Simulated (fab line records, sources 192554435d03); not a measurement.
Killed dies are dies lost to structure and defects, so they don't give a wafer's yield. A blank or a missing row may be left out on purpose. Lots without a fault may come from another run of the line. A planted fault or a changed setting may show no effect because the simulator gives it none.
fab line records | flow n5_finfet
record lots=4 wafers=12 last_day=18
route steps=1938 shown HKMG_FIN@394 BEOL_M4@1111 PASSIVATION@1936
lots that met no fault: from a run of the same line without faults
start_h: hours from the record's first day to the start of the lot's first wafer shown | wait_h: hours since the lot's step before | " the same as in the row above | L1.1+2: a row that stands for several wafers | - no value, or no start given | * or withheld: withheld | < > ~ a bound
route shown NAME@n: a module of which the file shows steps, and the number in the route of the first | usual: mean/standard deviation of fault-free wafers | same: alike in all rows | chamber/n: place in a boat | sites: the reading at each site | _std_site: their standard deviation | _edge_site: outer sites' mean less inner sites' | radius_mm: how far each site lies from the wafer's centre | mask NAME#n: copy n | behind: the tool/chamber that last shaped the wafer | hold: why the lot was held/for how many hours/how that ended | device: the transistor (n, p or np) that didn't switch | end of line: the same wafers' tests at the end of the route | a step without rows: its recipe alone | killed: dies lost to structure and defects at the first sort, not the wafer's yield | map: a wafer's dies, x killed, . not, _ none there
set.NAME: the setting as run; set.NAME@STEP: as run at that earlier step | model.NAME: the simulator's own value behind a step, which no gauge read
lots at some steps of the route; a table a step, a row a wafer
services: from which hour (start_h, from the record's first day; less than 0 if before it) a tool's chamber was out of use, for how many hours, and why
## steps
# step N5_HKMG_FIN_SOFTBAKE_44
# recipe temp_c=110 time_s=60 resist=CAR-ArF
# step N5_HKMG_FIN_EXPOSE_46
# recipe mask_id=NDIPOLE na=1.35 source_shape=conventional sigma_outer=0.8 polarization=unpolarized dose_mj=40
# step N5_HKMG_FIN_PEB_47
# recipe peb_temp_c=withheld peb_time_s=60 resist=CAR-ArF
# step N5_HKMG_FIN_DEVELOP_48
# recipe develop_time_s=30 developer=TMAH resist=CAR-ArF rinse_liquid=diw dry=air_spin dev_temp_c=23
# step N5_HKMG_FIN_DESCUM_53
# recipe chemistry=O2 time_s=7.9 source_power_w=50 bias_power_w=20 pressure_mtorr=20 rf_frequency_hz=2.712e+07 temp_c=40 resist=CAR-ArF o2_flow_sccm=225
# step N5_HKMG_FIN_ETCH_54
# recipe chemistry=CF4 target=SiARC target_depth_a=455 mask_material=CAR-ArF time_s=75.8 ion_energy_ev=80 pressure_mtorr=40 source_w=545 bias_w=36 Ar_flow_sccm=100 cf4_flow_sccm=100 ends=cleared
# step N5_HKMG_FIN_ETCH_55
# recipe chemistry=N2/H2 target=SOC target_depth_a=2400 temp_c=40 time_s=300 ion_energy_ev=200 mask_material=SiARC pressure_mtorr=30 source_w=840 bias_w=150 n2_flow_sccm=200 h2_flow_sccm=200
# step N5_HKMG_FIN_STRIP_56
# recipe chemistry=N2/H2 temp_c=40 n2_flow_sccm=200 h2_flow_sccm=200 rf_frequency_hz=6e+07
# step N5_HKMG_FIN_STRIP_57
# recipe chemistry=CF4 resist=SiARC power_w=300 bias_power_w=75 pressure_mtorr=50 cf4_flow_sccm=150 rf_frequency_hz=6e+07
# step N5_HKMG_FIN_ETCH_58
# recipe chemistry=N2/H2 target=SOC target_depth_a=2158 ion_energy_ev=50 bias_w=13 time_s=741 pressure_mtorr=30 source_w=875 n2_flow_sccm=200 h2_flow_sccm=200
# usual drypump_motor_current_A=6.0/0.37 oes_product_au=0.78/0.097 rf_vpp_V=99.1/0.9 run_length_s=764.2/0.53 showerhead_plenum_p_Torr=2.54/0.066 throttle_valve_pct=17.9/0.31
# columns lot.wafer tool chamber start_h wait_h drypump_motor_current_A oes_product_au rf_hours_counter_h rf_vpp_V run_length_s showerhead_plenum_p_Torr throttle_valve_pct model.SOC_of_HKMG_FIN_COAT_41.thk_nm model.HKMG_FIN.feature_depth_nm model.etch.depth_nm
L151.1 rie_diel-03 3 114.49 0.0 6.3 0.83 82 99.9 764.3 2.57 17.6 84.2 216 216
L151.2 " 0 " " 5.7 0.90 40 99.3 763.9 2.59 18.0 82 217.2 217.2
L151.5 " 1 " " 6.5 0.67 - 99.6 764.9 2.51 18.3 89.8 209.8 209.8
L158.2 rie_diel-03 1 155.93 0.0 6.5 0.95 4 98.2 636.7 2.51 17.9 123 176.6 176.7
L158.4 " 2 " " 5.5 0.69 219 99.5 636.3 2.62 18.4 126.6 173.6 173.7
L158.6 " 2 " " 5.5 0.69 - 99.5 635.8 2.62 18.3 126.6 173.4 173.4
L160.1 rie_diel-03 2 167.04 0.0 5.5 0.68 223 98.4 636.2 2.62 18.4 127.6 173.4 173.3
L160.5 " 0 " " 5.8 0.86 - 101.4 635.8 2.58 18.0 121.8 179.4 179.4
L160.6 " 2 " " 5.5 0.69 - 98.3 636.1 2.62 18.4 126.4 174.6 174.6
L166.2 rie_diel-04 2 205.23 0.0 5.4 0.94 14 99.3 764.8 2.48 17.3 82.4 217.4 217.4
L166.4 " 0 " " 5.4 0.97 7 98.1 763.1 2.61 17.5 80 220.2 220.1
L166.6 " 0 " " 5.4 0.98 - 98.9 763.2 2.61 17.5 78.6 221.2 221.2
# step N5_HKMG_FIN_STRIP_93
# recipe chemistry=N2/H2 material=SOC time_s=20 power_w=500 temp_c=40 pressure_mtorr=50 rf_frequency_hz=6e+07 bias_power_w=8 h2_frac=0.5 n2_flow_sccm=300 h2_flow_sccm=300
# usual drypump_motor_current_A=6.0/0.37 oes_product_au=0.78/0.097 rf_vpp_V=54.2/0.8 showerhead_plenum_p_Torr=3.36/0.084 throttle_valve_pct=19.2/0.32
# columns lot.wafer tool chamber start_h wait_h drypump_motor_current_A oes_product_au rf_hours_counter_h rf_vpp_V showerhead_plenum_p_Torr throttle_valve_pct model.SOC_of_HKMG_FIN_COAT_41.thk_nm
L151.1 rie_diel-03 3 114.91 0.2 6.3 0.83 82 55.1 3.40 18.8 74
L151.2 " 0 " " 5.8 0.89 40 54.9 3.42 19.3 71.6
L151.5 " 1 " " 6.5 0.67 - 54.6 3.32 19.3 80
L158.2 rie_diel-03 1 156.35 0.2 6.5 0.95 4 53.0 3.31 19.0 112.6
L158.4 " 2 " " 5.5 0.69 219 52.6 3.46 19.6 116.6
L158.6 " 2 " " 5.5 0.70 - 54.7 3.46 19.6 116.6
L160.1 rie_diel-03 2 167.47 0.2 5.5 0.68 223 53.8 3.45 19.6 117.8
L160.5 " 0 " " 5.8 0.86 - 54.2 3.41 19.4 111.4
L160.6 " 2 " " 5.5 0.68 - 54.5 3.45 19.6 116.6
L166.2 rie_diel-04 2 205.66 0.2 5.4 0.95 14 54.1 3.28 18.5 72
L166.4 " 0 " " 5.4 0.98 7 53.9 3.45 18.7 69.6
L166.6 " 0 " " 5.4 0.98 - 55.2 3.45 18.7 68
# step N5_HKMG_FIN_WET_ETCH_76
# recipe chemistry=dNH4OH mix=1:50 temp_c=25 target=Al2O3 stop_on=La2O3 target_depth_nm=2.25 dry=ipa_marangoni rinse_time_s=30 rinse_temp_c=23
# step N5_HKMG_FIN_STRIP_60
# recipe chemistry=N2/H2 power_w=2500 temp_c=300 h2_frac=0.65 time_s=360 pressure_mtorr=withheld n2_flow_sccm=1750 h2_flow_sccm=3250
# step N5_HKMG_FIN_WET_ETCH_77
# recipe chemistry=dHCl mix=1:10000 temp_c=25 target=La2O3 stop_on=HfO2 target_depth_nm=2
# step N5_HKMG_FIN_WET_ETCH_78
# recipe chemistry=dNH4OH mix=1:50 temp_c=25 target=Al2O3 stop_on=La2O3 target_depth_nm=4.5 dry=ipa_marangoni rinse_time_s=30 rinse_temp_c=23
# step N5_HKMG_FIN_ALD_79
# recipe material=TiN target_thk_a=15 temp_c=400 ald_precursor_family=TiCl4 ald_co_reactant=NH3 pulse_time_s=1 purge_time_s=3 co_reactant_purge_time_s=2 co_reactant_pulse_time_s=2 ald_cycles=68 pressure_torr=3
# step N5_HKMG_FIN_CVD_62
# recipe material=a-Si target_thk_a=30 temp_c=500 precursor=Si2H6 pressure_torr=1 time_s=20.8
# step N5_HKMG_FIN_RTA_80
# recipe temp_c=withheld time_s=2 ambient=N2 idle_temp_c=600 ramp_up_c_per_s=150 ramp_down_c_per_s=60 cool_to_c=600
# step N5_HKMG_FIN_PRECLEAN_64
# recipe chemistry=dHF time_s=30 temp_c=25 dilution=withheld
# step N5_HKMG_FIN_WET_ETCH_65
# recipe chemistry=TMAH temp_c=70 conc_wt_pct=5 target=a-Si stop_on=TiN time_s=49 target_depth_nm=3
# step N5_HKMG_FIN_WET_ETCH_81
# recipe chemistry=SC1 target=TiN stop_on=HfO2 mix=1:1:5 temp_c=60 time_s=57 target_depth_nm=6
# step N5_HKMG_FIN_WET_ETCH_82
# recipe chemistry=dHCl mix=1:10000 temp_c=25 target=La2O3 stop_on=HfO2 target_depth_nm=2 dry=ipa_marangoni rinse_time_s=30 rinse_temp_c=23
# step N5_HKMG_FIN_ALD_36
# recipe material=TiN target_thk_a=10 temp_c=400 ald_precursor_family=TiCl4 ald_co_reactant=NH3 pulse_time_s=1 purge_time_s=3 co_reactant_purge_time_s=2 co_reactant_pulse_time_s=2 ald_cycles=47 pressure_torr=3
# step N5_HKMG_FIN_PWFM_ALD_03
# recipe material=TiN target_thk_a=20 temp_c=400 ald_precursor_family=TiCl4 ald_co_reactant=NH3 pulse_time_s=1 purge_time_s=3 co_reactant_purge_time_s=2 co_reactant_pulse_time_s=2 ald_cycles=91 pressure_torr=3
# step N5_HKMG_FIN_COAT_29
# recipe resist=SOC temp_c=250 time_s=60 spin_rpm=1500 resist_thk_nm=300
# step N5_HKMG_FIN_COAT_30
# recipe resist=SiARC temp_c=220 time_s=60 spin_rpm=1500 resist_thk_nm=35
# step N5_HKMG_FIN_COAT_06
# recipe resist=CAR-ArF spin_rpm=1500 resist_thk_nm=90
# step N5_HKMG_FIN_EBR_08
# recipe solvent=PGMEA ebr_width_mm=1.5
# step N5_HKMG_FIN_SOFTBAKE_07
# recipe temp_c=110 time_s=60 resist=CAR-ArF
# step N5_HKMG_FIN_EXPOSE_09
# recipe mask_id=NWFM na=1.35 source_shape=conventional sigma_outer=0.8 polarization=unpolarized dose_mj=39.25
# step N5_HKMG_FIN_PEB_10
# recipe peb_temp_c=withheld peb_time_s=60 resist=CAR-ArF
# step N5_HKMG_FIN_DEVELOP_11
# recipe develop_time_s=30 developer=TMAH resist=CAR-ArF dev_temp_c=23 rinse_liquid=diw dry=air_spin
# step N5_HKMG_FIN_DESCUM_17
# recipe chemistry=O2 time_s=7.9 source_power_w=50 bias_power_w=20 pressure_mtorr=20 rf_frequency_hz=2.712e+07 temp_c=40 resist=CAR-ArF o2_flow_sccm=225
# step N5_HKMG_FIN_ETCH_31
# recipe chemistry=CF4 target=SiARC target_depth_a=455 mask_material=CAR-ArF time_s=75.8 ion_energy_ev=80 pressure_mtorr=40 source_w=545 bias_w=36 Ar_flow_sccm=100 cf4_flow_sccm=100 ends=cleared
# step N5_HKMG_FIN_ETCH_32
# recipe chemistry=N2/H2 target=SOC target_depth_a=2400 temp_c=40 time_s=300 ion_energy_ev=200 mask_material=SiARC pressure_mtorr=30 source_w=840 bias_w=150 n2_flow_sccm=200 h2_flow_sccm=200
# step N5_BEOL_M4_RC_MEAS_101
# usual DIBL_N=36.5/1.4 DIBL_P=36.9/1.7 IOFF_N=0.163/0.023 IOFF_N_85C=3.2/0.37 IOFF_N_LIN=0.075/0.0089 IOFF_N_LONG=5.48e-05/2.1e-06 IOFF_P=0.22/0.032 ION_N=673/9 ION_P=462/7.5 SS_N=71.6/0.54 SS_P=73.4/0.62 VT_N=249.8/2.8 VT_N_LONG=275.4/1.7 VT_P=-250/3.5
# columns lot.wafer tool chamber start_h wait_h DIBL_N[mV/V] DIBL_P[mV/V] IOFF_N[nA/um] IOFF_N_85C[nA/um] IOFF_N_LIN[nA/um] IOFF_N_LONG[nA/um] IOFF_P[nA/um] ION_N[uA/um] ION_P[uA/um] SS_N[mV/dec] SS_P[mV/dec] VT_N[mV] VT_N_LONG[mV] VT_P[mV]
L151.1 prober-01 0 210.67 0.0 38.9 38.9 0.203 3.8 0.090 5.58e-05 0.24 691 460 72.4 74.7 245.2 275.0 -249
L151.2 " 0 " " 34.2 33.7 0.127 2.5 0.061 5.57e-05 0.16 656 451 71.7 72.0 254.4 274.4 -255
L151.5 " 0 " " 35.4 35.7 0.148 2.9 0.070 5.52e-05 0.18 670 460 71.7 72.7 247.3 275.3 -256
L158.2 prober-02 0 258.94 0.2 37.3 38.2 0.339 5.8 0.156 9.42e-05 0.24 670 470 71.9 73.6 231.6 257.4 -247
L158.4 " 0 " " 39.0 40.7 1.345 18.8 0.601 0.000271 0.30 698 478 71.2 74.4 193.1 223.1 -245
L158.6 " 0 " " 37.0 38.4 1.063 15.3 0.495 0.0002696 0.25 687 471 71.3 73.1 197.9 222.2 -246
L160.1 prober-02 0 272.75 0.0 37.6 38.5 1.145 16.4 0.507 0.0002744 0.23 693 463 72.4 73.5 195.1 222.1 -251
L160.5 " 0 " " 35.5 35.7 0.334 5.8 0.155 0.0001053 0.20 659 456 71.5 72.8 226.0 252.2 -250
L160.6 " 0 " " 38.2 37.6 1.138 16.2 0.491 0.0002786 0.23 671 456 72.3 73.9 195.9 224.7 -250
L166.2 prober-02 0 310.03 0.2 37.8 36.4 0.151 3.0 0.068 5.33e-05 0.20 665 457 72.0 73.1 253.7 274.4 -251
L166.4 " 0 " " 37.6 36.6 0.159 3.1 0.073 5.34e-05 0.21 675 461 72.3 73.2 249.4 277.5 -250
L166.6 " 0 " " 36.4 35.7 0.138 2.8 0.064 5.37e-05 0.19 663 454 71.3 73.0 255.7 276.2 -251
# step N5_PASSIVATION_PROBE_49
# usual defect_limited_yield=91.2/1.4 killed_at_M0_to_M3=35/11 killed_at_M4_up=12/4.2 killed_at_contacts=13/5.6 killed_at_front_end=40/12 killed_at_other=3.3/2.6 killed_dies=103/17 killed_open=68/12 killed_short=34/7.6 sort_bin_4_leakage=0/0 sort_bin_5_function=5.1/0.95 sort_bin_6_memory=3.3/0.68 sort_n_pass=1077/17 sort_yield_pct=91.2/1.4
# same gross_dies=1180 killed_at_back_side=0 sort_bin_8_speed[%]=0
# columns lot.wafer tool chamber start_h wait_h defect_limited_yield[%] killed_at_M0_to_M3 killed_at_M4_up killed_at_contacts killed_at_front_end killed_at_other killed_dies killed_open killed_short sort_bin_4_leakage[%] sort_bin_5_function[%] sort_bin_6_memory[%] sort_n_pass sort_yield_pct[%]
L151.1 prober-02 - 305.98 0.0 93.3 22 13 10 34 0 79 56 23 0 4.2 2.4 1101 93.3
L151.2 prober-02 - 306.03 0.1 90.7 33 15 14 46 2 110 69 37 0 5.4 3.4 1070 90.7
L151.5 prober-02 - 306.18 0.2 91.2 30 20 13 38 3 104 70 34 0 4.7 3.5 1076 91.2
L158.2 prober-02 - 355.80 0.1 92.5 26 9 15 38 1 89 63 25 1.53 5.3 2.1 1073 90.9
L158.4 prober-02 - 355.90 0.2 90.5 21 14 16 61 0 112 78 31 90.51 5.4 3.8 0 0
L158.6 prober-02 - 356.00 0.3 90.1 33 10 18 52 4 117 77 39 90.08 6.0 3.3 0 0
L160.1 prober-02 - 374.74 0.0 92.0 31 13 15 33 2 94 61 33 92.03 4.5 3.0 0 0
L160.5 prober-02 - 374.94 0.2 91.6 39 17 16 24 3 99 61 35 1.44 4.5 3.6 1064 90.2
L160.6 prober-02 - 374.99 0.3 91.2 47 15 10 29 3 104 68 36 91.19 5.4 3.2 0 0
L166.2 prober-01 - 428.37 0.1 93.0 27 16 11 29 0 83 50 32 0 4.7 2.0 1097 93.0
L166.4 prober-01 - 428.47 0.2 91.5 36 10 4 45 5 100 66 31 0 4.8 3.5 1080 91.5
L166.6 prober-01 - 428.57 0.3 92.5 35 11 11 25 7 89 56 31 0 4.2 3.0 1091 92.5
# killed by level:class
L151.1 BEOL_M1:geometric_particle:open=9 MOL_CONTACT_COAG:geometric_particle:open=8 GATE_CUT:geometric_particle:open=6 BEOL_M4:geometric_particle:open=6 FIN_SAQP:geometric_particle:open=5 STI_FIN_REVEAL:geometric_particle:open=5 BEOL_M0_SAQP:geometric_particle:short=5 FIN_SAQP:geometric_particle:short=4
L151.2 STI_FIN_REVEAL:geometric_particle:open=14 BEOL_M1:geometric_particle:open=11 MOL_CONTACT_COAG:geometric_particle:open=11 BEOL_M0_SAQP:geometric_particle:short=9 FIN_SAQP:geometric_particle:short=7 BEOL_M4:geometric_particle:open=7 BEOL_M0_SAQP:geometric_particle:open=6 DUMMY_GATE:geometric_particle:open=5
L151.5 STI_FIN_REVEAL:geometric_particle:open=13 BEOL_M4:geometric_particle:open=11 MOL_CONTACT_COAG:geometric_particle:open=10 BEOL_M0_SAQP:geometric_particle:short=8 BEOL_M3:geometric_particle:open=8 GATE_CUT:geometric_particle:short=6 DUMMY_GATE:geometric_particle:open=5 SPACER0:geometric_particle:open=5
L158.2 MOL_CONTACT_COAG:geometric_particle:open=15 BEOL_M0_SAQP:geometric_particle:open=8 FIN_SAQP:geometric_particle:open=7 STI_FIN_REVEAL:geometric_particle:open=7 BEOL_M2:geometric_particle:open=7 FIN_SAQP:geometric_particle:short=4 GATE_CUT:geometric_particle:short=4 GATE_CUT:geometric_particle:open=4
L158.4 FIN_SAQP:geometric_particle:open=17 MOL_CONTACT_COAG:geometric_particle:open=13 STI_FIN_REVEAL:geometric_particle:open=11 BEOL_M1:geometric_particle:open=7 FIN_SAQP:geometric_particle:short=6 GATE_CUT:geometric_particle:short=5 BEOL_M2:geometric_particle:open=5 DUMMY_GATE:geometric_particle:open=4
L158.6 MOL_CONTACT_COAG:geometric_particle:open=16 FIN_SAQP:geometric_particle:open=14 BEOL_M0_SAQP:geometric_particle:open=10 FIN_SAQP:geometric_particle:short=9 BEOL_M0_SAQP:geometric_particle:short=7 BEOL_M2:geometric_particle:open=7 STI_FIN_REVEAL:geometric_particle:open=5 BEOL_M1:geometric_particle:open=5
L160.1 BEOL_M0_SAQP:geometric_particle:short=12 BEOL_M0_SAQP:geometric_particle:open=10 MOL_CONTACT_COAG:geometric_particle:open=9 FIN_SAQP:geometric_particle:open=8 DUMMY_GATE:geometric_particle:open=8 MOL_CONTACT_COAG:geometric_particle:short=6 STI_FIN_REVEAL:geometric_particle:open=5 BEOL_M4:geometric_particle:open=4
L160.5 MOL_CONTACT_COAG:geometric_particle:open=13 BEOL_M3:geometric_particle:open=10 BEOL_M0_SAQP:geometric_particle:short=9 BEOL_M0_SAQP:geometric_particle:open=8 GATE_CUT:geometric_particle:short=5 BEOL_M0:geometric_particle:open=4 BEOL_M4:geometric_particle:open=4 BEOL_M6:geometric_particle:open=4
L160.6 BEOL_M1:geometric_particle:open=13 BEOL_M0_SAQP:geometric_particle:open=9 BEOL_M3:geometric_particle:open=9 MOL_CONTACT_COAG:geometric_particle:open=8 BEOL_M0_SAQP:geometric_particle:short=7 GATE_CUT:geometric_particle:short=6 FIN_SAQP:geometric_particle:short=5 FIN_SAQP:geometric_particle:open=5
L166.2 BEOL_M2:geometric_particle:open=12 MOL_CONTACT_COAG:geometric_particle:open=10 FIN_SAQP:geometric_particle:short=9 FIN_SAQP:geometric_particle:open=8 BEOL_M4:geometric_particle:short=7 GATE_CUT:geometric_particle:short=4 BEOL_M0_SAQP:geometric_particle:open=4 BEOL_M2:geometric_particle:short=4
L166.4 FIN_SAQP:geometric_particle:open=16 BEOL_M0_SAQP:geometric_particle:open=12 BEOL_M0_SAQP:geometric_particle:short=11 FIN_SAQP:geometric_particle:short=10 DUMMY_GATE:geometric_particle:open=8 BEOL_M4:geometric_particle:open=4 BEOL_M1:geometric_particle:open=4 BEOL_M2:geometric_particle:open=4
L166.6 MOL_CONTACT_COAG:geometric_particle:open=8 BEOL_M2:geometric_particle:open=8 BEOL_M0_SAQP:geometric_particle:short=7 BEOL_M0_SAQP:geometric_particle:open=7 FIN_SAQP:geometric_particle:open=6 FIN_SAQP:geometric_particle:short=5 ILD0:geometric_particle:open=5 BEOL_M3:geometric_particle:open=5
# map L158.6 (x killed, . not)
_________________.....x......________________
______________...........x......_____________
___________.........x.......x...xx.__________
__________.x.....................x.._________
________.x.......x.............x.....x_______
_______.............x.......x.x.....x..______
______.......x...........x.............._____
_____..............................x.....____
____.......x...x..............x..........x___
___..................................xx....__
___...x.........x...........x.x..x.........__
__....................x.......x..........x.._
__.....x...................................x_
_..........x.....x.......x.......x.xx..x....x
_..x.............x...........................
_....x.x............x..x.....x......x........
_.....................x............x........x
_..........x..........x......................
_...x...............x.x................x.....
_x..................x...xx.............x..xx.
_.............x......x.....................x.
__.....x........x...........xx......x..x...._
__......xx..x................x.....x........_
___................x.......................__
___.............x.x.x..........x...........__
____x......x..x.....x.....................___
_____.............................x......____
______........xx..x.....xx...xx.....x..._____
_______...........x......x..xx....x.x..______
________x.................x..........x_______
__________x...x...x.......x........._________
___________........x....x......x...__________
______________..x.............x._____________
_________________............________________
# map L160.6 (x killed, . not)
_________________....x.......________________
______________..x..........x...._____________
___________..xx..x...x.............__________
__________.......................x.._________
________..x............x.........x...._______
_______............x.x...xxx...........______
______x.................x..x............_____
_____..x................x..x.............____
____....................x.....xx.x........___
___.............................x......x...__
___.......x..x.............................__
__..................x.....x...x.....x......._
__........x....x.....x.................x...._
_...xx...........................x...........
_x........x.....x.........x.....x.....x......
_..x..............................x..x.......
_...x..x...x..x..........x.............xx....
_............x...............................
_.....x....................x..............x..
_......x................x.x..................
_.x..........x........xx...............x.....
__.....x...............x.........x..x......._
__......x.....x............x................_
___..................x...................x.__
___x................x........xx........x...__
____...............................x.....x___
_____..........x...x...................x.____
______..............x.x...x............._____
_______...............x.........x......______
________..x........xx.x.........x....._______
__________....x....................._________
___________....x...................__________
______________.x.........x......_____________
_________________x...x.......________________
## services
# columns tool chamber start_h hours kind
rie_diel-04 - 94.95 0.9 repair
rie_diel-03 1 123.06 - clean
rie_diel-03 1 123.06 - consumable_replace:focus_ring
rie_diel-03 1 123.06 22.2 scheduled_down
rie_diel-03 1 123.06 22.2 vent_cycle
rie_diel-04 2 149.43 - clean
rie_diel-04 2 149.43 - consumable_replace:focus_ring
rie_diel-04 2 149.43 24.1 scheduled_down
rie_diel-04 2 149.43 24.1 vent_cycle
rie_diel-04 0 154.52 2.4 repair
rie_diel-04 0 161.59 5.3 repair
rie_diel-03 1 165.50 5.0 repair
rie_diel-04 0 173.53 - clean
rie_diel-04 0 173.53 - consumable_replace:focus_ring
rie_diel-04 0 173.53 14.9 scheduled_down
rie_diel-04 0 173.53 14.9 vent_cycle
rie_diel-04 3 188.51 - clean
rie_diel-04 3 188.51 - consumable_replace:focus_ring
rie_diel-04 3 188.51 - consumable_replace:showerhead
rie_diel-04 3 188.51 14.8 scheduled_down
rie_diel-04 3 188.51 14.8 vent_cycle
## key
first_sign step=N5_HKMG_FIN_ETCH_58 reading=run_length_s direction=down sigmas=99+ usual=* struck=*
effect step=N5_BEOL_M4_RC_MEAS_101 reading=IOFF_N_LONG direction=up sigmas=75 usual=5.48e-05 struck=0.0002155
effect step=N5_BEOL_M4_RC_MEAS_101 reading=IOFF_N_LIN direction=up sigmas=37 usual=0.075 struck=0.401
effect step=N5_BEOL_M4_RC_MEAS_101 reading=IOFF_N direction=up sigmas=32 usual=0.163 struck=0.894
effect step=N5_BEOL_M4_RC_MEAS_101 reading=IOFF_N_85C direction=up sigmas=27 usual=3.2 struck=13.0
effect step=N5_BEOL_M4_RC_MEAS_101 reading=VT_N_LONG direction=down sigmas=24 usual=275.4 struck=233.6
effect step=N5_BEOL_M4_RC_MEAS_101 reading=VT_N direction=down sigmas=16 usual=249.8 struck=206.6
effect step=N5_PASSIVATION_PROBE_49 reading=sort_bin_4_leakage direction=up sigmas=99+ usual=0 struck=61.13
model_effect step=N5_HKMG_FIN_ETCH_58 value=SOC_of_HKMG_FIN_COAT_41.thk_nm without=88.73 struck=125.3
model_effect step=N5_HKMG_FIN_STRIP_93 value=SOC_of_HKMG_FIN_COAT_41.thk_nm without=78.67 struck=115.3
met_at N5_HKMG_FIN_ETCH_58
struck_wafers L158.2,L158.4,L158.6,L160.1,L160.5,L160.6
onset_between 114.49 155.93
fault kind=process_parameter_drift tool=rie_diel-03 chamber=- onset_h=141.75 steps=N5_HKMG_FIN_ETCH_58 channel=time_s offset=* shape=step end_h=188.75 acts_in=* stated=*
